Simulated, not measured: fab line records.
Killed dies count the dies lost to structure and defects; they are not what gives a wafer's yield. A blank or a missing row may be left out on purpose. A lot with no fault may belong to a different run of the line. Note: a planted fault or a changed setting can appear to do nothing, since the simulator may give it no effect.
Split-lot trial / flow n5-finfet / 21 wafers read across 7 lots, on a route 1938 steps long

== THE SPLIT ITSELF ==
At N5_BEOL_M5_TRENCH_ETCH_37 (etches SiCOH lowk in C4F6/O2, target depth 71.652 nm, time 24.7 s), the setting time-s was moved away from the recipe's 24.7 s on 8 of the 21 wafers read, by -19.1% to +20.4%. The other wafers ran this setting at the recipe's value.

Reading taken at the split's own step.

== THE READING ==
TiN_of_BEOL_M5_HM_DEP_02.thk-nm (the simulator's own value, which no gauge read), in nm, at N5_BEOL_M5_TRENCH_ETCH_37 (etches SiCOH lowk in C4F6/O2, target depth 71.652 nm, time 24.7 s). The file gives no usual value for it. The 13 wafers here that ran the recipe average 17.8 nm, standard deviation 0.17 nm.

wafer=L079.1; tool, chamber at the split=rie-diel-01, 0; time-s as run, s=24.7; against the recipe=recipe; TiN_of_BEOL_M5_HM_DEP_02.thk-nm, nm=17.8; against lot-mates on the recipe=-
wafer=L079.3; tool, chamber at the split=rie-diel-01, 2; time-s as run, s=24.7; against the recipe=recipe; TiN_of_BEOL_M5_HM_DEP_02.thk-nm, nm=17.8; against lot-mates on the recipe=-
wafer=L079.5; tool, chamber at the split=rie-diel-01, 1; time-s as run, s=24.7; against the recipe=recipe; TiN_of_BEOL_M5_HM_DEP_02.thk-nm, nm=17.8; against lot-mates on the recipe=-
wafer=L082.2; tool, chamber at the split=rie-diel-04, 0; time-s as run, s=24.7; against the recipe=recipe; TiN_of_BEOL_M5_HM_DEP_02.thk-nm, nm=18; against lot-mates on the recipe=-
wafer=L082.4; tool, chamber at the split=rie-diel-04, 1; time-s as run, s=24.7; against the recipe=recipe; TiN_of_BEOL_M5_HM_DEP_02.thk-nm, nm=17.6; against lot-mates on the recipe=-
wafer=L082.5; tool, chamber at the split=rie-diel-04, 1; time-s as run, s=24.7; against the recipe=recipe; TiN_of_BEOL_M5_HM_DEP_02.thk-nm, nm=17.6; against lot-mates on the recipe=-
wafer=L087.1; tool, chamber at the split=rie-diel-06, 1; time-s as run, s=19.98; against the recipe=-19.1%; TiN_of_BEOL_M5_HM_DEP_02.thk-nm, nm=18.6; against lot-mates on the recipe=+0.6
wafer=L087.3; tool, chamber at the split=rie-diel-06, 3; time-s as run, s=24.7; against the recipe=recipe; TiN_of_BEOL_M5_HM_DEP_02.thk-nm, nm=18; against lot-mates on the recipe=-
wafer=L087.4; tool, chamber at the split=rie-diel-06, 2; time-s as run, s=19.98; against the recipe=-19.1%; TiN_of_BEOL_M5_HM_DEP_02.thk-nm, nm=18.4; against lot-mates on the recipe=+0.4
wafer=L091.3; tool, chamber at the split=rie-diel-06, 2; time-s as run, s=24.7; against the recipe=recipe; TiN_of_BEOL_M5_HM_DEP_02.thk-nm, nm=17.6; against lot-mates on the recipe=-
wafer=L091.4; tool, chamber at the split=rie-diel-06, 0; time-s as run, s=20.43; against the recipe=-17.3%; TiN_of_BEOL_M5_HM_DEP_02.thk-nm, nm=18; against lot-mates on the recipe=+0.4
wafer=L091.5; tool, chamber at the split=rie-diel-06, 0; time-s as run, s=24.7; against the recipe=recipe; TiN_of_BEOL_M5_HM_DEP_02.thk-nm, nm=17.6; against lot-mates on the recipe=-
wafer=L093.1; tool, chamber at the split=rie-diel-01, 3; time-s as run, s=24.7; against the recipe=recipe; TiN_of_BEOL_M5_HM_DEP_02.thk-nm, nm=18; against lot-mates on the recipe=-
wafer=L093.2; tool, chamber at the split=rie-diel-01, 0; time-s as run, s=23.06; against the recipe=-6.6%; TiN_of_BEOL_M5_HM_DEP_02.thk-nm, nm=18.2; against lot-mates on the recipe=+0.2
wafer=L093.4; tool, chamber at the split=rie-diel-01, 1; time-s as run, s=23.06; against the recipe=-6.6%; TiN_of_BEOL_M5_HM_DEP_02.thk-nm, nm=18.2; against lot-mates on the recipe=+0.2
wafer=L094.1; tool, chamber at the split=rie-diel-04, 0; time-s as run, s=29.16; against the recipe=+18.1%; TiN_of_BEOL_M5_HM_DEP_02.thk-nm, nm=17.4; against lot-mates on the recipe=-0.4
wafer=L094.2; tool, chamber at the split=rie-diel-04, 2; time-s as run, s=24.7; against the recipe=recipe; TiN_of_BEOL_M5_HM_DEP_02.thk-nm, nm=17.8; against lot-mates on the recipe=-
wafer=L094.6; tool, chamber at the split=rie-diel-04, 2; time-s as run, s=29.16; against the recipe=+18.1%; TiN_of_BEOL_M5_HM_DEP_02.thk-nm, nm=17.4; against lot-mates on the recipe=-0.4
wafer=L096.2; tool, chamber at the split=rie-diel-01, 3; time-s as run, s=29.73; against the recipe=+20.4%; TiN_of_BEOL_M5_HM_DEP_02.thk-nm, nm=17.6; against lot-mates on the recipe=-0.4
wafer=L096.4; tool, chamber at the split=rie-diel-01, 1; time-s as run, s=24.7; against the recipe=recipe; TiN_of_BEOL_M5_HM_DEP_02.thk-nm, nm=18; against lot-mates on the recipe=-
wafer=L096.5; tool, chamber at the split=rie-diel-01, 2; time-s as run, s=24.7; against the recipe=recipe; TiN_of_BEOL_M5_HM_DEP_02.thk-nm, nm=18; against lot-mates on the recipe=-

THE FIT
A straight line over all 21 wafers: TiN_of_BEOL_M5_HM_DEP_02.thk-nm changes by -0.0244 nm for each +1% of time-s; r = -0.81; the points scatter about the line by 0.19 nm.
The same after taking each lot's own level away (the mean of its wafers on the recipe; 21 wafers): -0.0234 nm for each +1%; r = -0.95; scatter 0.085 nm.
On that fit, the largest move of time-s shifts the reading by 0.48 nm.
Across the lots, their own levels run from 17.60 to 18.00 nm, a range of 2.4 times the standard deviation given above.
Hence the lot-to-lot level has little effect on the slope; both slopes agree.
Check: with one of the wafers moved furthest among these (+20.4%) left out of the fit, the line predicts -0.482 nm for it against its lot-mates. Against them it came out at -0.4 nm.

== ADDITIONAL SPLITS CARRIED BY THESE WAFERS ==
Note: prior to the reading, these wafers also went through further splits. Each is held against what the fit with the lots' levels taken away leaves over:
other split on the same wafers=N5_MOL_CONTACT_COAG_EXPOSE_37 dose-mj; wafers away from the commonest value=10; r with TiN_of_BEOL_M5_HM_DEP_02.thk-nm (lot level and that fit taken away)=+0.17
other split on the same wafers=N5_MOL_CONTACT_COAG_ALD_133 ald-cycles; wafers away from the commonest value=8; r with TiN_of_BEOL_M5_HM_DEP_02.thk-nm (lot level and that fit taken away)=+0.05
other split on the same wafers=N5_BEOL_M0_SAQP_ETCH_107 source-w; wafers away from the commonest value=6; r with TiN_of_BEOL_M5_HM_DEP_02.thk-nm (lot level and that fit taken away)=+0.35
other split on the same wafers=N5_BEOL_M0_CUTY_ETCH_63 source-w; wafers away from the commonest value=7; r with TiN_of_BEOL_M5_HM_DEP_02.thk-nm (lot level and that fit taken away)=+0.13
other split on the same wafers=N5_BEOL_M0_ETCH_138 source-w; wafers away from the commonest value=6; r with TiN_of_BEOL_M5_HM_DEP_02.thk-nm (lot level and that fit taken away)=+0.20
other split on the same wafers=N5_BEOL_M2_ETCH_64 bias-w; wafers away from the commonest value=8; r with TiN_of_BEOL_M5_HM_DEP_02.thk-nm (lot level and that fit taken away)=+0.01
other split on the same wafers=N5_BEOL_M4_COAT_22 spin-rpm; wafers away from the commonest value=6; r with TiN_of_BEOL_M5_HM_DEP_02.thk-nm (lot level and that fit taken away)=+0.04
other split on the same wafers=N5_BEOL_M4_ETCH_70 bias-w; wafers away from the commonest value=6; r with TiN_of_BEOL_M5_HM_DEP_02.thk-nm (lot level and that fit taken away)=+0.18
other split on the same wafers=N5_BEOL_M4_TRENCH_ETCH_37 bias-w; wafers away from the commonest value=9; r with TiN_of_BEOL_M5_HM_DEP_02.thk-nm (lot level and that fit taken away)=-0.19

== THE WHOLE CHAIN: every reading that the file lists as answering this split, in the file's order ==
step=N5_BEOL_M5_TRENCH_ETCH_37; what it does=etches SiCOH lowk in C4F6/O2, target depth 71.652 nm, time 24.7 s; reading=etch.depth-nm (the simulator's own value, which no gauge read); change (the file's fit)=+0.741 nm for each +1% of the setting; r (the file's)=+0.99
step=N5_BEOL_M5_TRENCH_ETCH_37; what it does=etches SiCOH lowk in C4F6/O2, target depth 71.652 nm, time 24.7 s; reading=BEOL_M5.feature-depth-nm (the simulator's own value, which no gauge read); change (the file's fit)=+0.742 nm for each +1% of the setting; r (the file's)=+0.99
step=N5_BEOL_M5_TRENCH_ETCH_37; what it does=etches SiCOH lowk in C4F6/O2, target depth 71.652 nm, time 24.7 s; reading=TiN_of_BEOL_M5_HM_DEP_02.thk-nm (the simulator's own value, which no gauge read); change (the file's fit)=-0.0229 nm for each +1% of the setting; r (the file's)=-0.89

== THE FILE'S OWN FIT ==
TiN_of_BEOL_M5_HM_DEP_02.thk-nm changes by -0.0229 nm for each +1% of time-s, r = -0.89.
